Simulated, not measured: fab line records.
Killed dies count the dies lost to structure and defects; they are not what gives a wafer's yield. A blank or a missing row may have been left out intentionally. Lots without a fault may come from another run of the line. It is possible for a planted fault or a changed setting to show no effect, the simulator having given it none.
fab line records	flow n5Finfet
record lots=11	wafers=33	lastDay=17
route steps=1938 shown BEOL_M2@917 BEOL_M3@936 BEOL_M4@1111
lots that met no fault: taken from a fault-free run of the same line
startH: the number of hours between the record's first day and the start of the first shown wafer of the lot	waitH: hours elapsed since this lot's preceding step	" repeats the value in the row above	L1.1+2: a single row standing in for several wafers	- either no value or no given start	* or withheld: withheld	< > ~ a bound
route shown NAME@n: a module of which the file shows steps, and the number in the route of the first	usual: the fault-free wafers' mean and standard deviation	same: alike in all rows	chamber/n: place in a boat	sites: per-site readings	_std_site: their standard deviation	_edge_site: mean of outer sites minus mean of inner sites	radiusMm: for every site, how far away it sits from the centre of the wafer	mask NAME#n: copy n	behind: the last tool/chamber to shape the wafer	hold: why the lot went on hold/how many hours it stayed there/how the hold came to an end	device: transistor that didn't switch, given as n, p or np	end of line: the same wafers' tests at the end of the route	where a step has no rows: the recipe by itself	killed: the dies lost at the first sort to structure and to defects; this is not the yield of the wafer	map: a wafer's dies, marking killed ones x, the rest . and places with no die _
set.NAME: the setting that was run; set.NAME@STEP: the one run at that earlier step	model.NAME: the simulator's own value behind a step, which no gauge read
the route's steps for a sample of lots (tables are steps, rows are wafers)
services: from which hour (startH, from the record's first day; less than 0 if before it) a tool's chamber was out of use, for how many hours, and why
## steps
# step N5_BEOL_M2_ANNEAL_93
# recipe tempC=400	timeS=240	ambient=vacuum
# usual heaterPowerW=763/89
lot.wafer	tool	chamber	startH	waitH	heaterPowerW
L642.2	pvdSputter-02	-	140.10	0.0	767
L642.3	"	-	"	"	836
L642.4	"	-	"	"	766
L644.2	pvdSputter-03	-	159.97	0.0	709
L644.4	"	-	"	"	653
L644.5	"	-	"	"	723
L645.3	pvdSputter-02	-	162.19	0.0	783
L645.5	"	-	"	"	738
L645.6	"	-	"	"	829
L646.1	pvdSputter-01	-	167.26	0.0	776
L646.4	"	-	"	"	635
L646.5	"	-	"	"	907
L648.2	pvdSputter-02	-	183.54	0.0	810
L648.5	"	-	"	"	850
L648.6	"	-	"	"	768
L649.1	pvdSputter-03	-	187.65	0.0	789
L649.2	"	-	"	"	731
L649.3	"	-	"	"	710
L652.1	pvdSputter-01	-	194.46	0.0	630
L652.3	"	-	"	"	937
L652.6	"	-	"	"	623
L655.1	pvdSputter-01	-	221.82	0.0	649
L655.4	"	-	"	"	624
L655.5	"	-	"	"	608
L662.1	pvdSputter-02	-	265.01	0.0	787
L662.2	"	-	"	"	824
L662.3	"	-	"	"	753
L664.1	pvdSputter-01	-	280.26	0.0	645
L664.3	"	-	"	"	788
L664.4	"	-	"	"	923
L665.1	pvdSputter-03	-	285.44	0.0	654
L665.3	"	-	"	"	757
L665.6	"	-	"	"	725
# step N5_BEOL_M2_SPUTTER_94
# recipe material=Cu	targetThkA=45	tempC=-20	chamberPressurePa=0.07	powerW=withheld	timeS=8.29
# usual throttleValvePct=30.2/1.1
lot.wafer	tool	chamber	startH	waitH	throttleValvePct
L642.2	pvdSputter-02	-	140.24	0.1	28.2
L642.3	"	-	"	"	30.7
L642.4	"	-	"	"	30.6
L644.2	pvdSputter-03	-	160.11	0.1	28.9
L644.4	"	-	"	"	32.4
L644.5	"	-	"	"	29.3
L645.3	pvdSputter-02	-	162.33	0.1	28.4
L645.5	"	-	"	"	30.8
L645.6	"	-	"	"	30.4
L646.1	pvdSputter-01	-	167.40	0.1	29.9
L646.4	"	-	"	"	30.1
L646.5	"	-	"	"	30.3
L648.2	pvdSputter-02	-	183.68	0.1	30.8
L648.5	"	-	"	"	30.4
L648.6	"	-	"	"	30.6
L649.1	pvdSputter-03	-	187.79	0.1	32.0
L649.2	"	-	"	"	29.9
L649.3	"	-	"	"	29.2
L652.1	pvdSputter-01	-	194.60	0.1	30.0
L652.3	"	-	"	"	30.3
L652.6	"	-	"	"	30.1
L655.1	pvdSputter-01	-	221.96	0.1	29.4
L655.4	"	-	"	"	30.0
L655.5	"	-	"	"	30.3
L662.1	pvdSputter-02	-	265.15	0.1	28.3
L662.2	"	-	"	"	30.4
L662.3	"	-	"	"	30.7
L664.1	pvdSputter-01	-	280.40	0.1	29.5
L664.3	"	-	"	"	29.8
L664.4	"	-	"	"	30.3
L665.1	pvdSputter-03	-	285.58	0.1	32.8
L665.3	"	-	"	"	30.3
L665.6	"	-	"	"	29.3
# step N5_BEOL_M2_PRE_CLEAN_60
# recipe gas=NH3/H2	timeS=15	tempC=*	rfPowerW=300
# usual heaterPowerOuterW=25/10	heaterPowerW=92/16
lot.wafer	tool	chamber	startH	waitH	heaterPowerOuterW	heaterPowerW	sinceWetCleanH
L642.2	cvdCo-02	0	141.29	0.0	9	72	901
L642.3	"	1	"	"	24	79	5
L642.4	"	1	"	"	25	77	-
L644.2	cvdCo-02	1	161.35	0.2	24	81	25
L644.4	"	1	"	"	25	80	-
L644.5	"	0	"	"	9	70	-
L645.3	cvdCo-01	1	163.39	0.0	40	120	1142
L645.5	"	2	"	"	23	90	-
L645.6	"	1	"	"	40	121	-
L646.1	cvdCo-01	2	168.46	0.0	23	89	250
L646.4	"	1	"	"	41	117	-
L646.5	"	2	"	"	22	89	-
L648.2	cvdCo-02	0	184.72	0.0	9	74	945
L648.5	"	1	"	"	24	80	-
L648.6	"	2	"	"	24	99	-
L649.1	cvdCo-01	1	188.84	0.0	40	120	1168
L649.2	"	2	"	"	22	90	271
L649.3	"	0	"	"	37	112	730
L652.1	cvdCo-01	1	195.75	0.0	40	120	1174
L652.3	"	0	"	"	37	111	737
L652.6	"	2	"	"	22	89	-
L655.1	cvdCo-02	1	223.00	0.0	25	81	86
L655.4	"	1	"	"	25	78	-
L655.5	"	2	"	"	23	98	-
L662.1	cvdCo-01	2	266.37	0.0	22	91	348
L662.2	"	1	"	"	40	122	1245
L662.3	"	0	"	"	38	114	808
L664.1	cvdCo-01	1	281.44	0.0	41	120	1260
L664.3	"	2	"	"	23	91	363
L664.4	"	1	"	"	40	121	-
L665.1	cvdCo-02	0	287.06	0.0	9	72	1047
L665.3	"	1	"	"	26	81	150
L665.6	"	0	"	"	9	71	-
# step N5_BEOL_M3_COAT_62
# recipe resist=SiARC	tempC=220	timeS=60	spinRpm=1500	resistThkNm=12
# usual dispensePressureKPa=47/3.3	spinSpeedRpm=1499.8/1.3
lot.wafer	tool	chamber	startH	waitH	dispensePressureKPa	spinSpeedRpm
L642.2	lithoTrack-05	0	142.22	-	45	1500.6
L642.3	"	0	"	"	45	1501.0
L642.4	"	0	"	"	45	1499.6
L644.2	lithoTrack-05	0	163.30	-	45	1500.2
L644.4	"	0	"	"	45	1499.7
L644.5	"	0	"	"	45	1498.8
L645.3	lithoTrack-05	0	166.66	-	45	1499.8
L645.5	"	0	"	"	45	1500.1
L645.6	"	0	"	"	45	1498.2
L646.1	lithoTrack-04	0	171.09	-	51	1501.8
L646.4	"	0	"	"	51	1498.2
L646.5	"	0	"	"	51	1499.9
L648.2	lithoTrack-04	0	185.77	-	51	1499.7
L648.5	"	0	"	"	51	1499.3
L648.6	"	0	"	"	51	1499.8
L649.1	lithoTrack-01	0	189.81	-	44	1499.7
L649.2	"	0	"	"	44	1498.3
L649.3	"	0	"	"	44	1498.9
L652.1	lithoTrack-04	0	198.13	-	51	1498.7
L652.3	"	0	"	"	51	1496.9
L652.6	"	0	"	"	51	1500.3
L655.1	lithoTrack-05	0	225.91	-	45	1499.9
L655.4	"	0	"	"	45	1501.3
L655.5	"	0	"	"	45	1499.3
L662.1	lithoTrack-05	0	268.06	-	45	1446.8
L662.2	"	0	"	"	45	1448.1
L662.3	"	0	"	"	45	1449.1
L664.1	lithoTrack-05	0	282.75	-	45	1447.5
L664.3	"	0	"	"	45	1447.6
L664.4	"	0	"	"	45	1448.5
L665.1	lithoTrack-04	0	288.67	-	51	1498.6
L665.3	"	0	"	"	51	1502.5
L665.6	"	0	"	"	51	1498.8
# step N5_BEOL_M4_RC_MEAS_101
# usual DIBL_N=36.5/1.4	DIBL_P=36.6/1.6	IOFF_N=0.160/0.024	IOFF_P=0.217/0.029	ION_N=674/8.7	ION_P=464/6.5	SS_N=71.6/0.47	SS_P=73.4/0.57	VT_N=250.0/2.5	VT_P=-250/3.1
lot.wafer	tool	chamber	startH	waitH	DIBL_N[mV/V]	DIBL_P[mV/V]	IOFF_N[nA/um]	IOFF_P[nA/um]	ION_N[uA/um]	ION_P[uA/um]	SS_N[mV/dec]	SS_P[mV/dec]	VT_N[mV]	VT_P[mV]
L642.2	prober-02	0	167.21	0.2	38.0	37.7	0.172	0.236	676	466	71.7	72.8	250.4	-248
L642.3	"	0	"	"	39.3	38.8	0.190	0.250	676	466	72.2	73.7	247.5	-247
L642.4	"	0	"	"	36.9	36.6	0.149	0.218	673	468	71.5	73.6	252.5	-250
L644.2	prober-01	0	185.60	0.2	36.9	37.8	0.177	0.222	669	460	71.7	73.2	248.6	-249
L644.4	"	0	"	"	34.8	34.3	0.138	0.175	678	463	70.9	73.1	253.1	-252
L644.5	"	0	"	"	37.4	37.7	0.188	0.220	690	466	71.8	74.0	247.8	-250
L645.3	prober-02	0	193.68	0.3	34.9	35.5	0.155	0.228	680	471	71.6	73.5	249.3	-249
L645.5	"	0	"	"	33.5	33.6	0.128	0.191	667	466	71.3	72.9	252.2	-252
L645.6	"	0	"	"	35.1	36.0	0.159	0.224	687	471	72.0	73.1	249.7	-247
L646.1	prober-01	0	195.34	0.0	37.1	37.2	0.180	0.253	687	474	71.6	73.5	247.7	-247
L646.4	"	0	"	"	36.6	36.7	0.178	0.256	675	468	71.7	72.6	247.2	-246
L646.5	"	0	"	"	36.3	36.3	0.169	0.241	684	475	71.6	73.6	244.9	-245
L648.2	prober-01	0	212.97	0.2	36.2	36.6	0.161	0.244	670	472	71.7	74.0	248.0	-245
L648.5	"	0	"	"	35.4	34.5	0.140	0.202	670	462	71.5	72.5	250.6	-246
L648.6	"	0	"	"	36.4	37.0	0.168	0.238	679	470	71.6	73.5	248.6	-246
L649.1	prober-01	0	216.01	0.0	38.3	38.1	0.188	0.269	683	473	71.7	74.7	248.0	-245
L649.2	"	0	"	"	35.9	33.7	0.130	0.193	663	467	71.6	72.2	253.9	-249
L649.3	"	0	"	"	37.5	36.4	0.166	0.238	663	462	72.2	73.8	250.4	-250
L652.1	prober-02	0	218.91	0.2	38.4	37.1	0.194	0.234	675	462	71.9	73.4	245.2	-250
L652.3	"	0	"	"	37.3	36.7	0.182	0.243	687	467	71.9	74.1	248.5	-250
L652.6	"	0	"	"	37.9	36.9	0.184	0.232	680	469	71.9	73.7	245.5	-251
L655.1	prober-01	0	257.45	0.0	36.7	37.3	0.152	0.193	677	458	72.3	73.5	249.6	-254
L655.4	"	0	"	"	36.7	37.1	0.151	0.202	673	455	71.3	74.2	251.6	-253
L655.5	"	0	"	"	37.4	37.0	0.160	0.198	665	454	71.6	73.4	251.6	-254
L662.1	prober-01	0	294.50	0.0	36.0	36.0	0.152	0.212	674	466	71.5	72.5	253.1	-250
L662.2	"	0	"	"	35.5	34.9	0.131	0.190	667	456	71.3	72.5	253.4	-251
L662.3	"	0	"	"	34.7	33.0	0.125	0.175	667	465	71.0	72.0	252.4	-250
L664.1	prober-01	0	301.14	0.0	35.8	38.6	0.164	0.217	677	454	71.6	73.5	248.1	-249
L664.3	"	0	"	"	34.8	37.1	0.143	0.193	677	461	70.9	73.4	252.1	-250
L664.4	"	0	"	"	37.9	40.1	0.199	0.236	686	458	73.0	74.4	248.2	-249
L665.1	prober-02	0	304.14	0.0	37.0	36.3	0.169	0.218	677	459	72.2	72.9	249.2	-251
L665.3	"	0	"	"	36.4	36.3	0.166	0.213	682	464	71.4	74.0	247.6	-252
L665.6	"	0	"	"	36.7	36.4	0.173	0.222	680	464	72.0	73.8	247.2	-249
## services
tool	chamber	startH	hours	kind
pvdSputter-03	-	168.44	10.5	repair
lithoTrack-01	-	261.24	-	consumableReplace:filter
cvdCo-01	-	264.18	1.5	repair
## key
firstSign step=N5_BEOL_M3_COAT_62	reading=spinSpeedRpm	direction=down	sigmas=39	usual=*	struck=*
effect none on later readings
metAt N5_BEOL_M3_COAT_62
struckLots L662,L664
notActingAt N5_BEOL_M2_ANNEAL_93,N5_BEOL_M2_SPUTTER_94,N5_BEOL_M2_PRE_CLEAN_60
onsetBetween 225.91 268.06
fault kind=processParameterDrift	tool=lithoTrack-05	chamber=-	onsetH=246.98	steps=N5_BEOL_M3_COAT_62	channel=spinRpm	offset=*	shape=step	endH=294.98	actsIn=*	stated=*
